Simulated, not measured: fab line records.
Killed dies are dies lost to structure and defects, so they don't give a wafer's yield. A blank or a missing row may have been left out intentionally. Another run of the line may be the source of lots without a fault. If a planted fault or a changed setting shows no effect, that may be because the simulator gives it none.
fab line records | flow nand-harc
record: lots: 5 wafers: 15 last-day: 33
route steps=1302 shown P_ZERO_WELL@14 END@1302
lots with no fault: from the same line, run without faults
start-h: hours from the record's opening day to when the first of the lot's shown wafers began | wait-h: hours elapsed since this lot's preceding step | " the same as in the row above | L1.1+2: a row that stands for several wafers | - value missing, or start not given | * or withheld: withheld | < > ~ a bound
route shown NAME@n: a module of which the file shows steps, and the number in the route of the first | usual: the fault-free wafers' mean and standard deviation | same: alike in all rows | chamber/n: place in a boat | sites: the reading at each site | _std_site: their standard deviation | _edge_site: inner sites' mean taken away from outer sites' mean | radius-mm: for every site, how far away it sits from the centre of the wafer | mask NAME#n: copy n | behind: the most recent tool/chamber to have shaped the wafer | hold: why the lot went on hold/how many hours it stayed there/how the hold came to an end | device: whichever transistor did not switch (one of n, p or np) | end of line: the route-end tests of the same wafers | a step given without rows: its recipe and nothing more | killed: not the wafer's yield, but the dies lost to structure and defects at the first sort | map: per-die view of a wafer (x killed, . not killed, _ where there is no die)
set.NAME: the run value of the setting; set.NAME@STEP: its run value at that earlier step | model.NAME: the simulator's own value behind a step, which no gauge read
lots seen at some steps along the route; tables by step, rows by wafer
services: the hour from which a tool's chamber was out of use, counted from the record's first day as start-h (under 0 if before that day), plus the number of hours and why
== steps ==
step: NHARC_P_ZERO_WELL_CD_MEAS_11
recipe: target-cd-nm: 500 landing-energy-ev: 500
usual: cd-nm: 499.1/2.1
columns lot.wafer tool chamber start-h wait-h cd-nm
L605.1 cd-sem-01 0 51.23 - 494.0
L605.2 " 0 " " 497.6
L605.6 " 0 " " 498.4
L609.4 cd-sem-03 0 91.13 - 500.1
L609.5 " 0 " " 502.8
L609.6 " 0 " " 500.9
L621.3 cd-sem-03 0 211.24 - 496.3
L621.4 " 0 " " 497.0
L621.6 " 0 " " 500.3
L622.3 cd-sem-03 0 221.24 - 497.3
L622.4 " 0 " " 500.1
L622.6 " 0 " " 497.3
L623.3 cd-sem-02 0 231.12 - 498.1
L623.4 " 0 " " 499.3
L623.6 " 0 " " 500.4
step: NHARC_P_ZERO_WELL_HARDBAKE_12
recipe: temp-c: 118 time-s: 65
step: NHARC_P_ZERO_WELL_DESCUM_13
recipe: time-s: 3 o2-flow-sccm: 200 ar-flow-sccm: 0 bias-power-w: 0 chemistry: O2
usual: drypump-motor-current-A: 5.9/0.5 mfc-ar-sccm: 0.012/0.012 oes-product-au: 1.001/0.0092 rf-vpp-V: 57.7/0.92 showerhead-plenum-p-Torr: 1.89/0.046 throttle-valve-pct: 11.312/0.0086
columns lot.wafer tool chamber start-h wait-h drypump-motor-current-A mfc-ar-sccm oes-product-au rf-hours-counter-h rf-vpp-V showerhead-plenum-p-Torr throttle-valve-pct
L605.1 rie-diel-08 2 51.42 - 5.9 0 0.988 16 58.3 1.93 11.311
L605.2 " 0 " " 5.3 0 1.013 16 56.8 1.94 11.314
L605.6 " 3 " " 6.1 0.022 0.995 - 57.8 1.84 11.321
L609.4 rie-diel-04 0 91.29 - 6.5 0.025 1.000 34 58.6 1.95 11.296
L609.6 " 2 " " 6.7 0.031 0.993 - 57.6 1.84 11.321
L609.5 " 3 " " 5.6 0.007 1.014 - 58.5 1.84 11.309
L621.4 rie-diel-11 0 211.41 - 5.5 0 0.993 41 58.9 1.94 11.314
L621.3 " 2 " " 6.4 0 1.011 43 58.2 1.85 11.321
L621.6 " 1 " " 5.8 0 0.991 - 58.7 1.89 11.312
L622.3 rie-diel-04 1 221.40 - 5.8 0 1.004 16 57.2 1.91 11.305
L622.4 " 2 " " 6.7 0.031 1.007 12 59.3 1.83 11.311
L622.6 " 1 " " 5.9 0 0.995 - 56.2 1.91 11.296
L623.3 rie-diel-08 2 231.28 - 5.9 0 1.002 11 57.8 1.91 11.295
L623.4 " 3 " " 6.1 0.022 0.986 10 56.5 1.82 11.325
L623.6 " 2 " " 5.9 0 0.996 - 57.3 1.91 11.315
step: NHARC_P_ZERO_WELL_ETCH_65
recipe: target-depth-a: 800 overetch-a: 240 time-s: 87.88 ion-energy-ev: 200 n2-flow-sccm: 150 h2-flow-sccm: 150 ar-flow-sccm: 0 rf-w: 400 bias-w: 150 chemistry: N2/H2
usual: drypump-motor-current-A: 5.9/0.49 mfc-ar-sccm: 0.011/0.012 n2-flow-sccm: 150.0/0.44 oes-product-au: 1.000/0.0092 rf-vpp-V: 430.0/1.7 showerhead-plenum-p-Torr: 2.02/0.051 throttle-valve-pct: 14.171/0.01
columns lot.wafer tool chamber start-h wait-h drypump-motor-current-A mfc-ar-sccm n2-flow-sccm oes-product-au rf-hours-counter-h rf-vpp-V showerhead-plenum-p-Torr throttle-valve-pct
L605.1 rie-diel-08 3 51.70 0.3 6.2 0.022 149.3 1.000 14 428.1 1.96 14.175
L605.2 " 2 " " 5.9 0 150.0 0.999 16 431.9 2.06 14.145
L605.6 " 3 " " 6.2 0.022 149.6 0.990 - 428.7 1.96 14.168
L609.4 rie-diel-04 1 91.36 0.1 5.8 0 149.9 1.009 33 429.7 2.05 14.174
L609.5 " 1 " " 5.8 0 150.8 1.009 - 429.7 2.05 14.177
L609.6 " 2 " " 6.7 0.031 150.5 1.004 - 429.3 1.96 14.171
L621.3 rie-diel-11 0 211.51 0.1 5.5 0 149.6 1.000 41 431.9 2.07 14.172
L621.4 " 2 " " 6.4 0 150.1 1.004 43 429.4 1.97 14.171
L621.6 " 3 " " 5.9 0 150.2 0.986 - 429.3 2.00 14.164
L622.4 rie-diel-04 2 221.48 0.1 6.7 0.031 149.9 1.006 12 427.8 1.95 14.191
L622.3 " 0 " " 6.5 0.025 150.7 1.010 13 432.7 2.07 14.163
L622.6 " 2 " " 6.7 0.031 149.3 0.996 - 426.9 1.95 14.171
L623.4 rie-diel-08 1 231.35 0.1 4.8 0.026 149.8 1.002 11 429.6 2.03 14.160
L623.3 " 3 " " 6.2 0.022 150.3 0.995 10 428.7 1.94 14.184
L623.6 " 2 " " 5.9 0 150.3 1.003 - 430.6 2.04 14.176
step: NHARC_P_ZERO_WELL_ETCH_62
recipe: target-depth-a: 130 time-s: 6.5 chf3-flow-sccm: 50 ar-flow-sccm: 200 rf-w: 500 bias-w: 200 chemistry: CHF3/Ar
usual: drypump-motor-current-A: 5.9/0.5 mfc-ar-sccm: 200.2/0.6 oes-product-au: 0.956/0.02 rf-vpp-V: 370.1/1.6 showerhead-plenum-p-Torr: 2.32/0.054 throttle-valve-pct: 20.217/0.0083
columns lot.wafer tool chamber start-h wait-h drypump-motor-current-A mfc-ar-sccm oes-product-au rf-hours-counter-h rf-vpp-V showerhead-plenum-p-Torr throttle-valve-pct
L605.2 rie-diel-08 2 - - 5.9 200.5 0.933 16 370.9 2.36 20.221
L605.1 " 3 " " 6.1 199.9 0.928 14 367.4 2.26 20.221
L605.6 " 0 " " 5.3 199.7 0.941 - 372.5 2.38 20.226
L609.4 rie-diel-04 3 - - 5.6 200.7 0.976 30 368.8 2.25 20.207
L609.6 " 1 " " 5.8 200.4 0.987 - 370.8 2.36 20.218
L609.5 " 2 " " 6.6 200.1 0.952 - 367.9 2.26 20.218
L621.4 rie-diel-11 1 - - 5.8 200.5 0.925 41 370.7 2.32 20.224
L621.3 " 3 " " 5.8 199.4 0.929 42 372.6 2.30 20.225
L621.6 " 0 " " 5.5 200.4 0.930 - 371.6 2.37 20.224
L622.4 rie-diel-04 2 - - 6.6 200.7 0.963 12 368.7 2.25 20.210
L622.3 " 3 " " 5.6 200.5 0.982 13 366.6 2.24 20.220
L622.6 " 2 " " 6.6 200.2 0.947 - 369.0 2.25 20.217
L623.4 rie-diel-08 3 - - 6.1 199.1 0.959 10 369.4 2.24 20.207
L623.3 " 0 " " 5.3 200.5 0.973 5 371.8 2.36 20.222
L623.6 " 2 " " 5.9 201.2 0.958 - 371.1 2.34 20.217
step: NHARC_P_ZERO_WELL_ETCH_63
recipe: target-depth-a: 1200 time-s: 40.1 hbr-flow-sccm: 150 cl2-flow-sccm: 50 rf-w: 400 icp-w: 400 bias-w: 100 chemistry: HBr/Cl2
usual: drypump-motor-current-A: 5.8/0.41 hbr-flow-sccm: 150.0/0.44 oes-product-au: 1.000/0.01 throttle-valve-pct: 26.404/0.0087
columns lot.wafer tool chamber start-h wait-h drypump-motor-current-A hbr-flow-sccm oes-product-au rf-hours-counter-h throttle-valve-pct
L605.2 rie-si-06 2 52.00 - 6.1 150.6 0.996 0.85 26.414
L605.1 " 3 " " 5.7 149.9 0.978 0.88 26.406
L605.6 " 1 " " 5.5 149.7 0.997 - 26.424
L609.4 rie-si-03 1 91.53 - 6.7 150.5 0.994 0.22 26.403
L609.6 " 1 " " 6.7 149.6 0.996 - 26.398
L609.5 " 2 " " 6.1 150.1 0.994 - 26.395
L621.4 rie-si-06 3 211.67 - 5.7 149.5 0.991 0.77 26.408
L621.3 " 0 " " 5.4 151.0 0.991 0.77 26.412
L621.6 " 0 " " 5.4 150.1 1.004 - 26.408
L622.4 rie-si-06 3 221.65 - 5.7 149.4 0.995 0.85 26.410
L622.3 " 1 " " 5.5 149.7 1.009 0.81 26.394
L622.6 " 3 " " 5.7 149.4 0.984 - 26.401
L623.4 rie-si-02 3 231.54 - 6.2 150.2 1.010 0.73 26.402
L623.3 " 0 " " 6.0 149.9 1.000 0.79 26.398
L623.6 " 2 " " 5.3 149.7 0.999 - 26.415
step: NHARC_P_ZERO_WELL_STRIP_15
recipe: time-s: 900 temp-c: 130 chemistry: SPM
step: NHARC_P_ZERO_WELL_DEHYDRATE_16
recipe: temp-c: 150 time-s: 120
step: NHARC_P_ZERO_WELL_HMDS_17
recipe: time-s: 30
step: NHARC_P_ZERO_WELL_COAT_18
recipe: spin-rpm: withheld
step: NHARC_P_ZERO_WELL_SOFTBAKE_19
recipe: temp-c: 122 time-s: 95
step: NHARC_P_ZERO_WELL_EBR_20
step: NHARC_P_ZERO_WELL_EXPOSE_21
recipe: na: 0.6 target-cd-nm: 720 dose-mj: 22.31 mask-id: P_NWELL
same: na: 0.6
columns lot.wafer tool chamber start-h wait-h mask
L605.1+2+6 krf-scanner-04 0 52.76 - P_NWELL#0
L609.4+5+6 krf-scanner-02 0 92.32 - P_PWELL#0
L621.3+4+6 krf-scanner-02 0 212.45 - P_NWELL#0
L622.3+4+6 krf-scanner-04 0 222.44 - P_NWELL#0
L623.3+4+6 krf-scanner-03 0 232.31 - P_NWELL#0
step: NHARC_P_ZERO_WELL_PEB_22
recipe: peb-temp-c: 118 peb-time-s: 85
step: NHARC_P_ZERO_WELL_DEVELOP_23
recipe: time-s: 70
step: NHARC_P_ZERO_WELL_CD_MEAS_24
recipe: target-cd-nm: 720 landing-energy-ev: 500
usual: cd-nm: 719.4/1.3
columns lot.wafer tool chamber start-h wait-h cd-nm
L605.1 cd-sem-02 0 52.92 - 718.1
L605.2 " 0 " " 718.3
L605.6 " 0 " " 719.9
L609.4 cd-sem-02 0 92.47 - -
L609.5 " 0 " " -
L609.6 " 0 " " -
L621.3 cd-sem-02 0 212.60 - 719.5
L621.4 " 0 " " 720.2
L621.6 " 0 " " 719.1
L622.3 cd-sem-02 0 222.59 - 719.5
L622.4 " 0 " " 718.5
L622.6 " 0 " " 718.4
L623.3 cd-sem-01 0 232.46 - 719.4
L623.4 " 0 " " 720.5
L623.6 " 0 " " 720.7
step: NHARC_P_ZERO_WELL_HARDBAKE_25
recipe: temp-c: 125 time-s: 80
step: NHARC_END_SORT_01
recipe: temp-c: 25
usual: killed-at-array: 53/19 killed-at-other: 0.8/1.2 killed-at-periphery: 3.7/2.3 killed-dies: 57/19 killed-open: 3.2/1.7 killed-short: 2.6/1.8
same: gross-dies: 677
columns lot.wafer tool chamber start-h wait-h killed-at-array killed-at-other killed-at-periphery killed-dies killed-open killed-short
L609.4 prober-01 0 635.41 3.4 81 0 596 677 5 2
L609.5 prober-01 0 636.22 3.7 84 2 591 677 0 2
L609.6 prober-01 0 637.03 4.1 86 1 590 677 1 2
killed by level:class
L609.4 P_ZERO_WELL:area-expose=593 A_CHANNEL_HOLE_D1:chamber-film-flake=27 A_SLIT:chamber-film-flake=21 A_CHANNEL_HOLE_D2:chamber-film-flake=20 A_BONDPAD:chamber-film-flake=4 P_M0:geometric-particle:open=2 A_STAIRCASE:chamber-film-flake=2 P_STI:geometric-particle:open=1
L609.5 P_ZERO_WELL:area-expose=591 A_CHANNEL_HOLE_D1:chamber-film-flake=32 A_SLIT:chamber-film-flake=18 A_CHANNEL_HOLE_D2:chamber-film-flake=16 A_STAIRCASE:chamber-film-flake=4 A_CONTACT:chamber-film-flake=3 A_BONDPAD:chamber-film-flake=3 A_CHANNEL_FILL_D2:chamber-film-flake=2
L609.6 P_ZERO_WELL:area-expose=589 A_SLIT:chamber-film-flake=30 A_CHANNEL_HOLE_D2:chamber-film-flake=28 A_CHANNEL_HOLE_D1:chamber-film-flake=15 A_STAIRCASE:chamber-film-flake=3 A_CONTACT:chamber-film-flake=3 A_BONDPAD:chamber-film-flake=2 A_CHANNEL_FILL_D2:geometric-particle:short=1
map L609.4 (x killed, . not)
____________x____________
_________xxxxxxx_________
_______xxxxxxxxxxx_______
______xxxxxxxxxxxxx______
_____xxxxxxxxxxxxxxx_____
____xxxxxxxxxxxxxxxxx____
____xxxxxxxxxxxxxxxxx____
___xxxxxxxxxxxxxxxxxxx___
___xxxxxxxxxxxxxxxxxxx___
__xxxxxxxxxxxxxxxxxxxxx__
__xxxxxxxxxxxxxxxxxxxxx__
_xxxxxxxxxxxxxxxxxxxxxxx_
_xxxxxxxxxxxxxxxxxxxxxxx_
_xxxxxxxxxxxxxxxxxxxxxxx_
_xxxxxxxxxxxxxxxxxxxxxxx_
_xxxxxxxxxxxxxxxxxxxxxxx_
xxxxxxxxxxxxxxxxxxxxxxxxx
xxxxxxxxxxxxxxxxxxxxxxxxx
xxxxxxxxxxxxxxxxxxxxxxxxx
xxxxxxxxxxxxxxxxxxxxxxxxx
xxxxxxxxxxxxxxxxxxxxxxxxx
_xxxxxxxxxxxxxxxxxxxxxxx_
_xxxxxxxxxxxxxxxxxxxxxxx_
_xxxxxxxxxxxxxxxxxxxxxxx_
_xxxxxxxxxxxxxxxxxxxxxxx_
_xxxxxxxxxxxxxxxxxxxxxxx_
__xxxxxxxxxxxxxxxxxxxxx__
__xxxxxxxxxxxxxxxxxxxxx__
___xxxxxxxxxxxxxxxxxxx___
___xxxxxxxxxxxxxxxxxxx___
____xxxxxxxxxxxxxxxxx____
____xxxxxxxxxxxxxxxxx____
_____xxxxxxxxxxxxxxx_____
______xxxxxxxxxxxxx______
_______xxxxxxxxxxx_______
_________xxxxxxx_________
____________x____________
map L621.4 (x killed, . not)
____________.____________
_________......._________
_______..........._______
______.............______
_____.....x........._____
____.....x..x........____
____.................____
___.......x......xx..x___
___..x....x.x...xxx...___
__.....................__
__..........x..........__
_....x....x............._
_......................._
_...................x..._
_...................x..._
_..x...............x...._
........................x
............x.......x....
........................x
......x..............x...
..x............x......xxx
_.xx....x.....x........._
_x.x...................x_
_xx....................._
_x.xx..................._
_x......................_
__.x..........x........__
__........x............__
___.x.....x.......x...___
___.........x.........___
____..............x..____
____.x..........x....____
_____.............x._____
______.............______
_______..........._______
_________......._________
____________.____________
== services ==
columns tool chamber start-h hours kind
krf-scanner-04 - 30.92 4.5 repair
krf-scanner-02 - 34.56 1.2 repair
rie-diel-08 1 37.50 16.3 repair
rie-diel-11 2 40.03 4.2 repair
krf-scanner-04 - 60.43 1.9 repair
krf-scanner-04 - 66.97 64.8 repair
rie-diel-11 3 70.82 1.9 repair
rie-si-06 - 72.00 9.0 pm
rie-diel-11 - 78.52 9.0 pm
krf-scanner-02 - 81.93 1.6 repair
rie-diel-04 3 83.84 4.7 repair
rie-diel-04 2 86.12 1.6 repair
rie-si-06 - 109.76 0.2 repair
krf-scanner-02 - 124.85 1.7 repair
rie-diel-04 3 127.72 4.5 repair
krf-scanner-04 - 138.87 0.2 repair
rie-diel-04 2 140.73 16.9 repair
rie-diel-04 1 151.69 10.5 repair
rie-diel-04 2 160.58 32.0 repair
rie-diel-08 0 166.88 42.8 repair
rie-diel-08 - 174.12 0.1 repair
rie-diel-04 - 177.90 9.0 pm
krf-scanner-04 - 182.00 4.0 pm
rie-diel-08 - 191.24 9.0 pm
== key ==
first-sign: step: NHARC_P_ZERO_WELL_EXPOSE_21 reading: mask direction: changed
effect: step: NHARC_P_ZERO_WELL_CD_MEAS_24 reading: cd-nm direction: missing
effect: step: NHARC_END_SORT_01 reading: killed-at-periphery direction: up sigmas: 99+ usual: 3.7 struck: 592.3
more-kills-born-at: NHARC_P_ZERO_WELL_EXPOSE_21@krf-scanner-02: 1773
met-at NHARC_P_ZERO_WELL_EXPOSE_21
struck-wafers L609.4,L609.5,L609.6
later-rows-left-out L609.4,L609.5,L609.6
tester-left-out L609
fault: kind: wrong-mask tool: any chamber: - onset-h: 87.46 steps: NHARC_P_ZERO_WELL_EXPOSE_21 aux-copy: P_PWELL#0 scope: struck-lots-only
tester-left-out: of these lots the tester's yield and bins aren't shown, on N5 and GAA mostly nor the transistor test; their killed dies are dies lost to structure and defects alone, not to doping, threshold or leakage, so they don't give the yield
later-rows-left-out: the simulator's readings of these wafers behind a module that went badly wrong aren't trusted and aren't shown, but for the sort
